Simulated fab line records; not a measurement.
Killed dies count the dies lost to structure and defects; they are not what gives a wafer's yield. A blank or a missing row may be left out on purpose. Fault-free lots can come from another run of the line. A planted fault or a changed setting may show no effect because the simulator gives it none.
fab line records	flow nandHarc
record lots=11	wafers=33	lastDay=24
route steps=1159 shown P_GATE@205 P_CONTACT@237 P_M0@261
lots untouched by any fault: they come from a run of this same line in which no faults occurred
startH: start of the lot's first displayed wafer, in hours after the record's first day	waitH: hours from the lot's prior step to this one	" the same as in the row above	L1.1+2: a row that stands for several wafers	- no value present, or no start provided	* or withheld: withheld	< > ~ a bound
route shown NAME@n: NAME is a module with steps in the file, n the number in the route of the first one	usual: average and standard deviation across the fault-free wafers	same: alike in all rows	chamber/n: place in a boat	sites: per-site readings	_std_site: the standard deviation of these	_edge_site: outer sites' mean less inner sites'	radiusMm: how far each site lies from the wafer's centre	mask NAME#n: copy n	behind: tool/chamber where the wafer was last shaped	hold: why the lot went on hold/how many hours it stayed there/how the hold came to an end	device: names the non-switching transistor (n, p or np)	end of line: tests run on the same wafers once the route is complete	a step given without rows: its recipe and nothing more	killed: the dies lost at the first sort to structure and to defects; this is not the yield of the wafer	map: dies across one wafer; x = killed, . = not, _ = none there
set.NAME: the run value of the setting; set.NAME@STEP: its run value at that earlier step	model.NAME: the simulator's own value behind a step, which no gauge read
a sample of lots followed through the steps of the route, with each step as a table and each wafer as a row
services: when a tool's chamber went out of use (startH, in hours from the record's first day, below 0 if earlier), for how many hours, and the reason
## steps
# step NHARC_P_GATE_STRIP_95
# recipe powerW=1500	tempC=250	chemistry=O2
# usual drypumpMotorCurrentA=5.57/0.28	heaterPowerW=315/29
lot.wafer	tool	chamber	startH	waitH	drypumpMotorCurrentA	heaterPowerW	rfHoursCounterH
L468.1	plasmaAsher-02	0	108.06	0.6	5.41	284	31
L468.3	"	1	"	"	5.27	340	-
L468.5	"	0	"	"	5.43	282	-
L469.1	plasmaAsher-02	1	114.87	0.6	5.24	337	34
L469.2	"	0	"	"	5.42	284	34
L469.3	"	0	"	"	5.41	287	-
L471.1	plasmaAsher-02	0	128.56	0.6	5.44	279	38
L471.5	"	0	"	"	5.44	288	-
L471.6	"	1	"	"	5.25	329	-
L472.4	plasmaAsher-02	0	136.22	0.4	5.45	282	-
L472.5	"	0	"	"	5.43	283	-
L472.6	"	1	"	"	5.26	337	-
L474.1	plasmaAsher-02	1	146.91	0.6	5.25	341	45
L474.4	"	0	"	"	5.39	284	-
L474.5	"	1	"	"	5.24	339	-
L475.1	plasmaAsher-02	0	151.04	0.6	5.42	287	47
L475.4	"	0	"	"	5.45	283	-
L475.3	"	1	"	"	5.25	338	-
L485.1	plasmaAsher-02	1	203.65	0.5	5.27	327	4
L485.5	"	0	"	"	5.42	313	-
L485.6	"	1	"	"	5.25	330	-
L487.1	plasmaAsher-01	0	215.01	0.6	6.01	288	38
L487.2	"	1	"	"	5.51	347	38
L487.3	"	1	"	"	5.52	338	-
L488.2	plasmaAsher-01	1	227.14	0.6	5.51	347	42
L488.1	"	0	"	"	6.03	284	42
L488.6	"	0	"	"	6.00	288	-
L489.2	plasmaAsher-02	1	234.39	0.6	5.26	334	16
L489.1	"	0	"	"	5.43	309	16
L489.3	"	0	"	"	5.41	296	-
L490.2	plasmaAsher-01	1	235.44	0.6	5.52	345	46
L490.5	"	1	"	"	5.51	352	-
L490.6	"	0	"	"	6.03	292	-
# step NHARC_P_CONTACT_ETCH_36
# recipe targetDepthA=2600	overEtchFrac=0.25	timeS=406.25	ionEnergyEv=200	n2FlowSccm=150	h2FlowSccm=150	arFlowSccm=0	rfW=400	biasW=150	chemistry=N2/H2
# usual drypumpMotorCurrentA=5.7/0.39	oesProductAu=1.005/0.0075	rfVppV=431.1/2.7	showerheadPlenumPTorr=2.06/0.095	throttleValvePct=14.171/0.01
lot.wafer	tool	chamber	startH	waitH	drypumpMotorCurrentA	oesProductAu	rfHoursCounterH	rfVppV	showerheadPlenumPTorr	throttleValvePct
L468.3	rieDiel-06	1	-	-	5.6	1.003	5	430.4	2.05	14.166
L468.1	"	3	"	"	6.4	1.006	5	427.3	1.91	14.161
L468.5	"	1	"	"	5.6	1.001	-	431.4	2.05	14.168
L469.1	rieDiel-06	3	-	-	6.5	0.993	6	426.7	1.90	14.182
L469.3	"	0	"	"	5.3	1.003	4	434.5	2.18	14.165
L469.2	"	1	"	"	5.6	1.010	5	428.9	2.05	14.157
L471.1	rieDiel-06	3	-	-	6.4	1.008	7	426.7	1.90	14.178
L471.5	"	0	"	"	5.3	1.017	-	434.1	2.17	14.163
L471.6	"	1	"	"	5.6	1.014	-	431.5	2.05	14.156
L472.4	rieDiel-09	0	-	-	5.4	1.009	6	433.3	2.11	14.183
L472.6	"	3	"	"	5.5	1.009	-	427.8	1.93	14.162
L472.5	"	0	"	"	5.4	1.021	-	432.8	2.11	14.161
L474.1	rieDiel-09	2	-	-	5.8	1.010	7	434.1	2.18	14.155
L474.4	"	3	"	"	5.6	1.010	-	426.3	1.93	14.180
L474.5	"	2	"	"	5.8	1.005	-	434.6	2.18	14.173
L475.3	rieDiel-06	1	-	-	5.6	1.008	8	431.2	2.05	14.181
L475.1	"	2	"	"	6.2	1.002	9	432.9	2.14	14.175
L475.4	"	3	"	"	6.5	1.004	9	426.1	1.90	14.156
L485.1	rieDiel-06	2	-	-	6.2	1.005	14	435.0	2.13	14.179
L485.5	"	3	"	"	6.5	1.003	-	428.3	1.90	14.180
L485.6	"	0	"	"	5.3	1.010	-	435.1	2.17	14.159
L487.2	rieDiel-09	3	-	-	5.5	1.009	14	428.1	1.93	14.169
L487.1	"	1	"	"	5.6	1.008	15	429.6	2.02	14.171
L487.3	"	2	"	"	5.8	1.010	15	433.6	2.17	14.171
L488.2	rieDiel-06	0	-	-	5.3	1.011	15	435.6	2.17	14.186
L488.1	"	1	"	"	5.6	0.999	16	430.2	2.05	14.189
L488.6	"	1	"	"	5.6	1.004	-	430.3	2.05	14.162
L489.1	rieDiel-06	0	-	-	5.3	1.024	16	434.9	2.17	14.165
L489.2	"	1	"	"	5.7	1.006	16	429.7	2.05	14.155
L489.3	"	2	"	"	6.2	1.010	17	433.9	2.13	14.169
L490.2	rieDiel-09	0	-	-	5.4	1.002	18	432.2	2.11	14.167
L490.6	"	0	"	"	5.4	0.997	-	432.3	2.10	14.174
L490.5	"	1	"	"	5.6	1.015	-	429.9	2.02	14.170
# step NHARC_P_M0_PEB_07
# recipe pebTempC=100	pebTimeS=65
# usual heaterPowerTotalW=156.6/0.43
lot.wafer	tool	chamber	startH	waitH	heaterPowerTotalW
L468.1	lithoTrack-06	0	115.59	0.1	156.3
L468.3	"	0	"	"	156.4
L468.5	"	0	"	"	156.0
L469.1	lithoTrack-06	0	126.55	0.1	156.3
L469.2	"	0	"	"	156.0
L469.3	"	0	"	"	157.0
L471.1	lithoTrack-06	0	136.22	0.1	157.2
L471.5	"	0	"	"	156.8
L471.6	"	0	"	"	156.6
L472.4	lithoTrack-06	0	143.87	0.0	156.5
L472.5	"	0	"	"	157.0
L472.6	"	0	"	"	156.4
L474.1	lithoTrack-06	0	158.23	0.1	156.6
L474.4	"	0	"	"	165.8
L474.5	"	0	"	"	165.7
L475.1	lithoTrack-04	0	159.20	0.1	156.0
L475.3	"	0	"	"	157.1
L475.4	"	0	"	"	156.2
L485.1	lithoTrack-01	0	212.22	0.1	156.7
L485.5	"	0	"	"	157.1
L485.6	"	0	"	"	156.9
L487.1	lithoTrack-04	0	222.53	0.1	157.1
L487.2	"	0	"	"	156.1
L487.3	"	0	"	"	156.0
L488.1	lithoTrack-04	0	238.13	0.1	157.1
L488.2	"	0	"	"	156.1
L488.6	"	0	"	"	156.5
L489.1	lithoTrack-04	0	242.31	0.1	157.0
L489.2	"	0	"	"	156.2
L489.3	"	0	"	"	156.3
L490.2	lithoTrack-01	0	243.86	0.1	156.9
L490.5	"	0	"	"	156.6
L490.6	"	0	"	"	156.9
# step NHARC_P_M0_CD_MEAS_09
# recipe targetCdNm=90	landingEnergyEv=500
# usual cdNm=90.1/0.39
lot.wafer	tool	chamber	startH	waitH	cdNm
L468.1	cdSem-01	0	115.67	-	91.1
L468.3	"	0	"	"	89.9
L468.5	"	0	"	"	90.3
L469.1	cdSem-02	0	126.63	-	91.0
L469.2	"	0	"	"	90.0
L469.3	"	0	"	"	90.4
L471.1	cdSem-02	0	136.30	-	89.8
L471.5	"	0	"	"	90.0
L471.6	"	0	"	"	90.1
L472.4	cdSem-01	0	143.96	-	90.0
L472.5	"	0	"	"	90.1
L472.6	"	0	"	"	90.2
L474.1	cdSem-02	0	158.31	-	90.7
L474.4	"	0	"	"	86.5
L474.5	"	0	"	"	86.2
L475.1	cdSem-01	0	159.28	-	90.1
L475.3	"	0	"	"	90.0
L475.4	"	0	"	"	90.3
L485.1	cdSem-02	0	212.30	-	91.1
L485.5	"	0	"	"	90.4
L485.6	"	0	"	"	90.5
L487.1	cdSem-02	0	222.61	-	90.2
L487.2	"	0	"	"	90.3
L487.3	"	0	"	"	90.0
L488.1	cdSem-03	0	238.22	-	89.3
L488.2	"	0	"	"	90.2
L488.6	"	0	"	"	89.8
L489.1	cdSem-02	0	242.39	-	90.4
L489.2	"	0	"	"	90.4
L489.3	"	0	"	"	90.0
L490.2	cdSem-02	0	243.94	-	90.0
L490.5	"	0	"	"	90.6
L490.6	"	0	"	"	90.0
# step NHARC_P_M0_CD_MEAS_16
# usual cdNm=89.9/0.58
lot.wafer	tool	chamber	startH	waitH	cdNm
L468.1	cdSem-02	-	116.15	-	91.3
L468.3	"	-	"	"	91.0
L468.5	"	-	"	"	90.3
L469.1	cdSem-03	-	127.12	-	91.0
L469.2	"	-	"	"	89.2
L469.3	"	-	"	"	89.0
L471.1	cdSem-02	-	136.80	-	89.8
L471.5	"	-	"	"	89.9
L471.6	"	-	"	"	90.7
L472.4	cdSem-01	-	144.45	-	90.4
L472.5	"	-	"	"	90.3
L472.6	"	-	"	"	90.0
L474.1	cdSem-01	-	158.79	-	91.1
L474.4	"	-	"	"	86.6
L474.5	"	-	"	"	87.0
L475.1	cdSem-02	-	159.77	-	90.7
L475.3	"	-	"	"	90.0
L475.4	"	-	"	"	89.6
L485.1	cdSem-03	-	212.79	-	90.8
L485.5	"	-	"	"	90.0
L485.6	"	-	"	"	90.8
L487.1	cdSem-01	-	223.10	-	89.5
L487.2	"	-	"	"	89.8
L487.3	"	-	"	"	89.6
L488.1	cdSem-01	-	238.70	-	89.9
L488.2	"	-	"	"	90.9
L488.6	"	-	"	"	90.0
L489.1	cdSem-01	-	242.89	-	90.6
L489.2	"	-	"	"	90.4
L489.3	"	-	"	"	90.4
L490.2	cdSem-02	-	244.44	-	89.3
L490.5	"	-	"	"	90.5
L490.6	"	-	"	"	89.7
# step NHARC_P_M0_DEGAS_28
# recipe tempC=250	timeS=60
# usual heaterPowerW=318/25
lot.wafer	tool	chamber	startH	waitH	heaterPowerW
L468.1	pvdSputter-01	-	116.77	-	295
L468.3	"	-	"	"	363
L468.5	"	-	"	"	325
L469.3	pvdSputter-03	-	127.76	-	293
L469.2	"	-	"	"	308
L469.1	"	-	"	"	327
L471.1	pvdSputter-01	-	137.44	-	299
L471.5	"	-	"	"	320
L471.6	"	-	"	"	306
L472.4	pvdSputter-03	-	145.08	-	324
L472.6	"	-	"	"	289
L472.5	"	-	"	"	319
L474.4	pvdSputter-03	-	159.41	-	292
L474.1	"	-	"	"	308
L474.5	"	-	"	"	288
L475.3	pvdSputter-02	-	160.39	-	320
L475.4	"	-	"	"	383
L475.1	"	-	"	"	355
L485.1	pvdSputter-02	-	213.49	-	356
L485.5	"	-	"	"	321
L485.6	"	-	"	"	316
L487.3	pvdSputter-01	-	223.74	-	313
L487.2	"	-	"	"	367
L487.1	"	-	"	"	301
L488.2	pvdSputter-03	-	239.33	-	287
L488.1	"	-	"	"	303
L488.6	"	-	"	"	296
L489.1	pvdSputter-02	-	243.51	-	365
L489.2	"	-	"	"	321
L489.3	"	-	"	"	300
L490.2	pvdSputter-01	-	245.12	-	306
L490.5	"	-	"	"	296
L490.6	"	-	"	"	309
## services
tool	chamber	startH	hours	kind
rieDiel-06	0	91.30	8.9	repair
lithoTrack-01	-	93.00	7.0	pm
rieDiel-09	3	93.82	2.2	repair
plasmaAsher-01	-	99.29	9.0	pm
pvdSputter-03	-	102.00	10.0	pm
lithoTrack-06	-	117.00	7.0	pm
pvdSputter-02	-	125.19	1.9	repair
rieDiel-09	1	140.88	12.4	repair
lithoTrack-04	-	141.00	7.0	pm
rieDiel-06	1	160.29	4.1	repair
pvdSputter-01	-	175.48	5.0	repair
pvdSputter-03	-	176.54	1.5	repair
plasmaAsher-02	-	183.00	9.0	pm
plasmaAsher-02	0	183.00	9.0	ventCycle
plasmaAsher-02	1	183.00	9.0	ventCycle
plasmaAsher-02	0	192.00	-	clean
plasmaAsher-02	1	192.00	-	clean
rieDiel-09	3	196.36	2.8	repair
rieDiel-06	2	198.31	8.6	repair
pvdSputter-02	-	199.40	1.1	repair
pvdSputter-02	-	214.00	10.0	pm
pvdSputter-02	-	232.15	3.7	repair
plasmaAsher-02	-	235.76	14.0	repair
rieDiel-06	-	241.20	9.0	pm
## key
firstSign step=NHARC_P_M0_PEB_07	reading=heaterPowerTotalW	direction=up	sigmas=21	usual=*	struck=*
effect step=NHARC_P_M0_CD_MEAS_09	reading=cdNm	direction=down	sigmas=9.5	usual=90.1	struck=86.4
effect step=NHARC_P_M0_CD_MEAS_16	reading=cdNm	direction=down	sigmas=5.5	usual=89.9	struck=86.8
metAt NHARC_P_M0_PEB_07
struckLots L474
struckWafers L474.4,L474.5
notActingAt NHARC_P_GATE_STRIP_95,NHARC_P_CONTACT_ETCH_36,NHARC_P_M0_DEGAS_28
onsetBetween 143.87 158.23
fault kind=processParameterDrift	tool=lithoTrack-06	chamber=-	onsetH=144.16	steps=NHARC_P_M0_PEB_07	channel=pebTimeS	offset=*	shape=step	endH=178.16	scope=struckWafersOnly	actsIn=*	stated=*
